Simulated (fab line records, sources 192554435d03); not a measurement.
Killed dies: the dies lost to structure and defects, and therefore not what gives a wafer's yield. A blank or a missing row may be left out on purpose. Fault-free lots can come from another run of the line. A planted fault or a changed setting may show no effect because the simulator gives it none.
Which tool did it? | flow n5Finfet | 18 wafers from 7 lots sampled at 8 of the route's 1938 steps

WHAT THE GAUGES READ, wafer by wafer
N5_BEOL_M13_OCD_MEAS_35. Usual: 412 nm for trenchDepthNm, sd 5.5.
lot  | measured     | on     | trenchDepthNm (nm) | flag
L816 | day 13 19:14 | ocd-02 | 505 410            | OFF
L818 | day 14 02:46 | ocd-01 | 499 501            | OFF
L819 | day 14 13:38 | ocd-01 | 505 499            | OFF
L825 | day 15 07:26 | ocd-02 | 403 412 409        | 
L826 | day 15 20:28 | ocd-02 | 406 401 405        | 
L831 | day 16 23:48 | ocd-01 | 429 414 413        | 
L834 | day 17 22:16 | ocd-01 | 414 415 413        | 

N5_BEOL_M13_THK_MEAS_50: measures by xrf. Usual: M13_THK 426 nm, standard deviation 5.9.
lot  | measured     | on           | M13_THK (nm) | flag
L816 | day 14 00:56 | filmMetro-02 | 518 420      | OFF
L818 | day 14 07:22 | filmMetro-01 | 514 518      | OFF
L819 | day 14 16:35 | filmMetro-02 | 519 513      | OFF
L825 | day 15 10:01 | filmMetro-02 | 421 425 425  | 
L826 | day 16 00:10 | filmMetro-02 | 419 414 418  | 
L831 | day 17 02:13 | filmMetro-01 | 440 423 424  | 
L834 | day 18 01:34 | filmMetro-01 | 428 427 429  | 

N5_BEOL_M13_RS_MEAS_54: the measuring method here is four-point-probe. Usual: M13_RS 0.0450 ohm/sq, standard deviation 0.0006.
lot  | measured     | on           | M13_RS (ohm/sq)      | flag
L816 | day 14 01:05 | filmMetro-02 | 0.0366 0.0452        | OFF
L818 | day 14 07:29 | filmMetro-01 | 0.0370 0.0369        | OFF
L819 | day 14 16:45 | filmMetro-01 | 0.0365 0.0371        | OFF
L825 | day 15 10:09 | filmMetro-01 | 0.0458 0.0450 0.0451 | 
L826 | day 16 00:17 | filmMetro-01 | 0.0458 0.0462 0.0457 | 
L831 | day 17 02:20 | filmMetro-02 | 0.0434 0.0449 0.0449 | 
L834 | day 18 01:41 | filmMetro-01 | 0.0447 0.0447 0.0449 | 

N5_BEOL_M15_RC_MEAS_101. Usual: COMB_M10 1.5e-11 S/m, standard deviation 3.3e-12; COMB_M11 1.5e-11 S/m, standard deviation 3.1e-12; COMB_M12 6.3e-12 S/m, standard deviation 1.5e-12; COMB_M14 3.5e-12 S/m, standard deviation 1.1e-12; COMB_M15 2.4e-12 S/m, standard deviation 8.5e-13; COMB_M15_max_site 3.5e-12 S/m, standard deviation 1e-12; COMB_M5 3.6e-11 S/m, standard deviation 6.3e-12; COMB_M6 2.5e-11 S/m, standard deviation 5.3e-12; COMB_M7 2.6e-11 S/m, standard deviation 4.8e-12; COMB_M8 2.5e-11 S/m, standard deviation 5.5e-12; COMB_M9 1.41e-11 S/m, standard deviation 2.5e-12; COMB_M9_max_site 2e-11 S/m, standard deviation 4.5e-12; SERP_M10 3.06 ohm/um, standard deviation 0.06; SERP_M11 3.06 ohm/um, standard deviation 0.072; SERP_M12 0.639 ohm/um, standard deviation 0.013; SERP_M13 0.310 ohm/um, standard deviation 0.0053; SERP_M13_max_site 0.313 ohm/um, standard deviation 0.0053; SERP_M14 0.1604 ohm/um, standard deviation 0.0028; SERP_M5 38.8 ohm/um, standard deviation 1.5; SERP_M5_max_site 40.5 ohm/um, standard deviation 1.8; SERP_M6 13.6 ohm/um, standard deviation 0.43; SERP_M7 13.8 ohm/um, standard deviation 0.5; SERP_M8 14.0 ohm/um, standard deviation 0.42; SERP_M9 3.06 ohm/um, standard deviation 0.069.
lot  | measured     | on        | COMB_M10 (S/m)          | COMB_M11 (S/m)          | COMB_M12 (S/m)          | COMB_M14 (S/m)          | COMB_M15 (S/m)          | COMB_M15_max_site (S/m) | COMB_M5 (S/m)           | COMB_M6 (S/m)           | COMB_M7 (S/m)           | COMB_M8 (S/m)           | COMB_M9 (S/m)              | COMB_M9_max_site (S/m)  | SERP_M10 (ohm/um) | SERP_M11 (ohm/um) | SERP_M12 (ohm/um) | SERP_M13 (ohm/um) | SERP_M13_max_site (ohm/um) | SERP_M14 (ohm/um)    | SERP_M5 (ohm/um) | SERP_M5_max_site (ohm/um) | SERP_M6 (ohm/um) | SERP_M7 (ohm/um) | SERP_M8 (ohm/um) | SERP_M9 (ohm/um) | flag
L816 | day 14 15:04 | prober-01 | 1.4e-11 1.4e-11         | 1.6e-11 1.6e-11         | 5.9e-12 7.6e-12         | 4.5e-12 5e-12           | 3.8e-12 2.7e-12         | 4.5e-12 3e-12           | 3.7e-11 3e-11           | 2.1e-11 2.5e-11         | 2.8e-11 2.1e-11         | 2.6e-11 2.8e-11         | 1.56e-11 1.97e-11          | 1.8e-11 2.4e-11         | 3.10 3.09         | 3.12 3.06         | 0.640 0.663       | 0.250 0.314       | 0.254 0.316                | 0.1625 0.1639        | 38.0 37.9        | 41.5 39.6                 | 13.7 14.2        | 14.4 13.3        | 12.8 13.6        | 2.95 2.99        | OFF
L818 | day 14 20:45 | prober-02 | 1.2e-11 1.4e-11         | 1.5e-11 1.6e-11         | 4.7e-12 7.3e-12         | 2.9e-12 2.5e-12         | 2.2e-12 2.7e-12         | 3.4e-12 5.1e-12         | 3.7e-11 4.1e-11         | 2.4e-11 2.1e-11         | 2.5e-11 2.4e-11         | 3e-11 3.6e-11           | 1.16e-11 1.27e-11          | 1.8e-11 1.8e-11         | 3.10 3.04         | 3.04 3.06         | 0.625 0.640       | 0.256 0.251       | 0.258 0.253                | 0.1579 0.1619        | 36.7 39.1        | 38.4 40.4                 | 15.0 14.5        | 14.2 13.9        | 13.6 13.9        | 2.94 3.03        | OFF
L819 | day 15 06:19 | prober-01 | 1.2e-11 1.5e-11         | 1.4e-11 1.6e-11         | 8.3e-12 8.4e-12         | 5.2e-12 5.1e-12         | 3.4e-12 3.1e-12         | 3.8e-12 4.9e-12         | 3.3e-11 3.3e-11         | 2.7e-11 2.8e-11         | 2.3e-11 2.6e-11         | 2.5e-11 2.5e-11         | 1.38e-11 1.76e-11          | 1.8e-11 2e-11           | 3.00 3.09         | 2.96 3.14         | 0.623 0.638       | 0.249 0.250       | 0.249 0.252                | 0.1570 0.1634        | 38.4 38.5        | 39.5 39.5                 | 13.2 13.1        | 14.1 14.2        | 13.9 12.9        | 3.12 3.11        | OFF
L825 | day 16 00:20 | prober-02 | 1.7e-11 1e-11 1.2e-11   | 1.5e-11 1e-11 1.3e-11   | 5.2e-12 5.8e-12 5.6e-12 | 3.3e-12 4e-12 2.7e-12   | 2.2e-12 2.3e-12 3e-12   | 2.9e-12 3.2e-12 5.3e-12 | 4.2e-11 3.3e-11 2.8e-11 | 2.7e-11 1.8e-11 3e-11   | 3.3e-11 2.6e-11 2.7e-11 | 2.1e-11 2e-11 2e-11     | 1.33e-11 1.39e-11 1.69e-11 | 2.5e-11 2.3e-11 2.5e-11 | 3.05 3.02 3.03    | 2.90 2.92 3.14    | 0.636 0.655 0.654 | 0.311 0.302 0.310 | 0.314 0.305 0.312          | 0.1585 0.1587 0.1565 | 39.9 40.3 39.6   | 40.6 41.7 40.4            | 14.0 13.9 13.4   | 14.0 13.5 13.4   | 14.3 14.3 13.5   | 3.00 3.04 3.09   | 
L826 | day 16 10:55 | prober-01 | 1.7e-11 1.5e-11 1.4e-11 | 1.4e-11 1.7e-11 1.4e-11 | 8.3e-12 8.1e-12 7.1e-12 | 3.2e-12 3.7e-12 2.9e-12 | 3.4e-12 2.4e-12 2.8e-12 | 4.3e-12 3.7e-12 3.8e-12 | 4.2e-11 4.1e-11 5.1e-11 | 1.8e-11 1.9e-11 2.5e-11 | 2.9e-11 2.6e-11 2.1e-11 | 2.4e-11 2.2e-11 2e-11   | 1.83e-11 1.26e-11 1.74e-11 | 2.6e-11 1.7e-11 2.5e-11 | 3.03 3.10 3.12    | 2.87 3.03 2.99    | 0.647 0.658 0.639 | 0.314 0.313 0.315 | 0.318 0.319 0.318          | 0.1609 0.1606 0.1612 | 38.9 40.1 37.8   | 40.0 42.0 39.2            | 13.6 13.4 13.6   | 14.0 13.9 14.7   | 13.8 13.4 13.4   | 3.09 3.02 3.09   | 
L831 | day 17 13:47 | prober-02 | 1.7e-11 1.3e-11 1.4e-11 | 1.4e-11 1.6e-11 8e-12   | 5.6e-12 5.3e-12 6.9e-12 | 3.6e-12 3.7e-12 3.1e-12 | 1.5e-12 1.2e-12 1.7e-12 | 3.5e-12 1.9e-12 2.6e-12 | 4.6e-11 3.9e-11 4.5e-11 | 3.1e-11 2.3e-11 2.3e-11 | 2.5e-11 2.4e-11 2.2e-11 | 2.1e-11 3e-11 2.6e-11   | 1.51e-11 1.35e-11 1.45e-11 | 2.6e-11 1.5e-11 1.8e-11 | 3.08 3.03 3.05    | 3.03 2.94 3.12    | 0.632 0.654 0.630 | 0.296 0.310 0.307 | 0.300 0.314 0.311          | 0.1625 0.1583 0.1618 | 38.9 37.9 36.7   | 40.2 39.3 37.8            | 13.8 13.9 13.4   | 13.1 14.0 14.0   | 14.5 13.8 14.4   | 3.14 3.13 2.93   | 
L834 | day 18 18:07 | prober-02 | 1.6e-11 1.3e-11 1.2e-11 | 1.6e-11 1.1e-11 1.4e-11 | 3.8e-12 4.4e-12 5.5e-12 | 2.2e-12 2e-12 2.5e-12   | 1.5e-12 1.5e-12 1.1e-12 | 2.4e-12 2.7e-12 1.9e-12 | 2.6e-11 3.2e-11 4.3e-11 | 2.9e-11 2.4e-11 1.8e-11 | 2.8e-11 1.6e-11 2e-11   | 2.3e-11 2.3e-11 2.1e-11 | 1.52e-11 8.7e-12 1.1e-11   | 2e-11 1.3e-11 1.5e-11   | 3.02 2.92 3.07    | 3.00 3.04 2.93    | 0.635 0.644 0.633 | 0.311 0.310 0.311 | 0.315 0.313 0.313          | 0.1582 0.1562 0.1617 | 39.7 37.0 37.1   | 40.9 38.1 38.2            | 13.2 13.4 13.2   | 13.7 13.6 14.7   | 14.0 14.3 13.3   | 3.11 3.03 3.18   | 

EACH LOT AND THE TOOL THAT RAN IT (in order: tool; ch and the chambers of the sampled wafers; start)
lot  | N5_BEOL_M13_STRIP_63                | N5_BEOL_M13_ETCH_68               | N5_BEOL_M13_TRENCH_ETCH_34        | N5_BEOL_M13_STRIP_37
L816 | plasmaAsher-02 ch 0,1, day 13 17:55 | rieDiel-04 ch 2, day 13 18:51     | rieDiel-04 ch 2, day 13 19:04     | plasmaAsher-02 ch 0,1, day 13 19:17
L818 | plasmaAsher-02 ch 1, day 14 01:34   | rieDiel-04 ch 0,1, day 14 02:22   | rieDiel-04 ch 0,1, day 14 02:35   | plasmaAsher-02 ch 1, day 14 02:48
L819 | plasmaAsher-02 ch 0, day 14 12:14   | rieDiel-04 ch 1,3, day 14 13:14   | rieDiel-04 ch 1,3, day 14 13:28   | plasmaAsher-01 ch 1, day 14 13:41
L825 | plasmaAsher-02 ch 0,1, day 15 06:14 | rieDiel-02 ch 1,2,3, day 15 07:02 | rieDiel-02 ch 1,2,3, day 15 07:16 | plasmaAsher-01 ch 0,1, day 15 07:29
L826 | plasmaAsher-02 ch 0,1, day 15 19:02 | rieDiel-02 ch 2,3, day 15 20:04   | rieDiel-02 ch 2,3, day 15 20:17   | plasmaAsher-02 ch 0,1, day 15 20:31
L831 | plasmaAsher-01 ch 0,1, day 16 22:26 | rieDiel-02 ch 0,2,3, day 16 23:24 | rieDiel-02 ch 0,2,3, day 16 23:37 | plasmaAsher-02 ch 0,1, day 16 23:50
L834 | plasmaAsher-01 ch 0,1, day 17 19:59 | rieDiel-04 ch 1,3, day 17 21:52   | rieDiel-04 ch 1,3, day 17 22:05   | plasmaAsher-02 ch 0,1, day 17 22:17
- N5_BEOL_M13_STRIP_63: strips in N2/H2.
- N5_BEOL_M13_ETCH_68: etches SOC in N2/H2, time 355 s.
- N5_BEOL_M13_TRENCH_ETCH_34: etches SiOC in C4F8/O2/Ar, target depth 413.47 nm, time 162.6 s.
- N5_BEOL_M13_STRIP_37: strips in N2/H2.

AS READ BY THE TOOLS THEMSELVES (means over the sampled wafers that have a number; for cases with no such wafer, the mark the record gives instead)
N5_BEOL_M13_STRIP_63. Usual: drypumpMotorCurrentA 5.39 A, standard deviation 0.099; heaterPowerW 343 W, standard deviation 27; n2FlowSccm 1751 sccm, standard deviation 4.8; oesProductAu 0.674 a.u., standard deviation 0.0048; stripTimeToEndpointS 27.6 s, standard deviation 1.
lot  | tool           | drypumpMotorCurrentA (A) | heaterPowerW (W) | n2FlowSccm (sccm) | oesProductAu (a.u.) | stripTimeToEndpointS (s) | flag
L816 | plasmaAsher-02 | 5.30                     | 361              | 1754              | 0.672               | 28.5                     | 
L818 | plasmaAsher-02 | 5.29                     | 361              | 1752              | 0.671               | 26.8                     | 
L819 | plasmaAsher-02 | 5.29                     | 356              | 1756              | 0.675               | 27.0                     | 
L825 | plasmaAsher-02 | 5.30                     | 363              | 1754              | 0.675               | 28.4                     | 
L826 | plasmaAsher-02 | 5.28                     | 360              | 1750              | 0.672               | 27.6                     | 
L831 | plasmaAsher-01 | 5.49                     | 313              | 1748              | 0.670               | 27.1                     | 
L834 | plasmaAsher-01 | 5.50                     | 316              | 1750              | 0.670               | 27.4                     | 

N5_BEOL_M13_ETCH_68. Usual: value, then standard deviation, for each; biasW 350.0 W / 1.1; drypumpMotorCurrentA 5.8 A / 0.53; n2FlowSccm 200.0 sccm / 0.67; oesProductAu 0.78 a.u. / 0.1; rfVppV 523.8 V / 2.5; showerheadPlenumPTorr 2.54 Torr / 0.084; throttleValvePct 17.83 % / 0.24.
lot  | tool       | biasW (W) | drypumpMotorCurrentA (A) | n2FlowSccm (sccm) | oesProductAu (a.u.) | rfVppV (V) | showerheadPlenumPTorr (Torr) | throttleValvePct (%) | flag
L816 | rieDiel-04 | 349.6     | 5.5                      | 200.2             | 0.72                | 526.7      | 2.63                         | 17.86                | 
L818 | rieDiel-04 | 350.4     | 6.3                      | 199.9             | 0.71                | 522.7      | 2.46                         | 17.98                | 
L819 | rieDiel-04 | 349.4     | 6.1                      | 200.2             | 0.81                | 524.4      | 2.56                         | 17.91                | 
L825 | rieDiel-02 | 350.1     | 5.4                      | 199.9             | 0.76                | 526.0      | 2.58                         | 17.75                | 
L826 | rieDiel-02 | 350.1     | 5.4                      | 199.9             | 0.70                | 523.0      | 2.52                         | 17.81                | 
L831 | rieDiel-02 | 350.4     | 5.5                      | 200.4             | 0.76                | 522.9      | 2.51                         | 17.90                | 
L834 | rieDiel-04 | 350.4     | 6.0                      | 200.0             | 0.81                | 525.0      | 2.60                         | 17.88                | 

N5_BEOL_M13_TRENCH_ETCH_34. Usual: biasW 700.0 W, standard deviation 2.4; drypumpMotorCurrentA 5.8 A, standard deviation 0.53; oesProductAu 0.78 a.u., standard deviation 0.1; rfVppV 665.2 V, standard deviation 3; showerheadPlenumPTorr 3.41 Torr, standard deviation 0.11; throttleValvePct 24.23 %, standard deviation 0.25.
lot  | tool       | biasW (W) | drypumpMotorCurrentA (A) | oesProductAu (a.u.) | rfVppV (V) | showerheadPlenumPTorr (Torr) | throttleValvePct (%) | flag
L816 | rieDiel-04 | 701.1     | 5.5                      | 0.72                | 668.5      | 3.51                         | 24.24                | 
L818 | rieDiel-04 | 699.9     | 6.3                      | 0.71                | 662.1      | 3.33                         | 24.39                | 
L819 | rieDiel-04 | 701.2     | 6.2                      | 0.82                | 665.3      | 3.44                         | 24.35                | 
L825 | rieDiel-02 | 700.6     | 5.4                      | 0.75                | 666.3      | 3.47                         | 24.14                | 
L826 | rieDiel-02 | 700.5     | 5.3                      | 0.70                | 664.9      | 3.39                         | 24.16                | 
L831 | rieDiel-02 | 701.7     | 5.5                      | 0.77                | 664.8      | 3.37                         | 24.30                | 
L834 | rieDiel-04 | 700.5     | 6.0                      | 0.82                | 667.1      | 3.48                         | 24.37                | 

N5_BEOL_M13_STRIP_37. Usual: drypumpMotorCurrentA 5.39 A, standard deviation 0.096; heaterPowerW 342 W, standard deviation 27; n2FlowSccm 1749 sccm, standard deviation 5.1; oesProductAu 0.783 a.u., standard deviation 0.012.
lot  | tool           | drypumpMotorCurrentA (A) | heaterPowerW (W) | n2FlowSccm (sccm) | oesProductAu (a.u.) | flag
L816 | plasmaAsher-02 | 5.29                     | 358              | 1748              | 0.795               | 
L818 | plasmaAsher-02 | 5.31                     | 354              | 1742              | 0.798               | 
L819 | plasmaAsher-01 | 5.51                     | 292              | 1739              | 0.794               | 
L825 | plasmaAsher-01 | 5.50                     | 310              | 1750              | 0.779               | 
L826 | plasmaAsher-02 | 5.30                     | 360              | 1746              | 0.795               | 
L831 | plasmaAsher-02 | 5.30                     | 361              | 1752              | 0.782               | 
L834 | plasmaAsher-02 | 5.30                     | 361              | 1748              | 0.774               | 

THE ANSWER, worked out from the rows above alone
Rule: take the mean of a lot's wafers that have a number; if it is more than 3 standard deviations from the usual mean, the lot is off. A lot without any number at a reading at which 4 lots or more have one is off too. Any other lot the step has rows for is counted as sound. First the gauges in route order, then the tools' own readings, where a lot's mean is used as printed above. The first step at which some lot is off is used, and at that step the reading that is off furthest; a lot without a number counts as furthest.
Off at N5_BEOL_M13_OCD_MEAS_35 (trenchDepthNm): L816, L818, L819.
A tool fits if, at a process step before that reading, it ran every lot that is off, and no sound lot after the first of them. The gauges at N5_BEOL_M13_OCD_MEAS_35 aren't tried: what is off there is off at N5_BEOL_M13_THK_MEAS_50 too, on other tools, and a gauge's error can't cause that. Not one of the candidates tried fits.

WHAT WAS PUT IN BY THE SIMULATOR
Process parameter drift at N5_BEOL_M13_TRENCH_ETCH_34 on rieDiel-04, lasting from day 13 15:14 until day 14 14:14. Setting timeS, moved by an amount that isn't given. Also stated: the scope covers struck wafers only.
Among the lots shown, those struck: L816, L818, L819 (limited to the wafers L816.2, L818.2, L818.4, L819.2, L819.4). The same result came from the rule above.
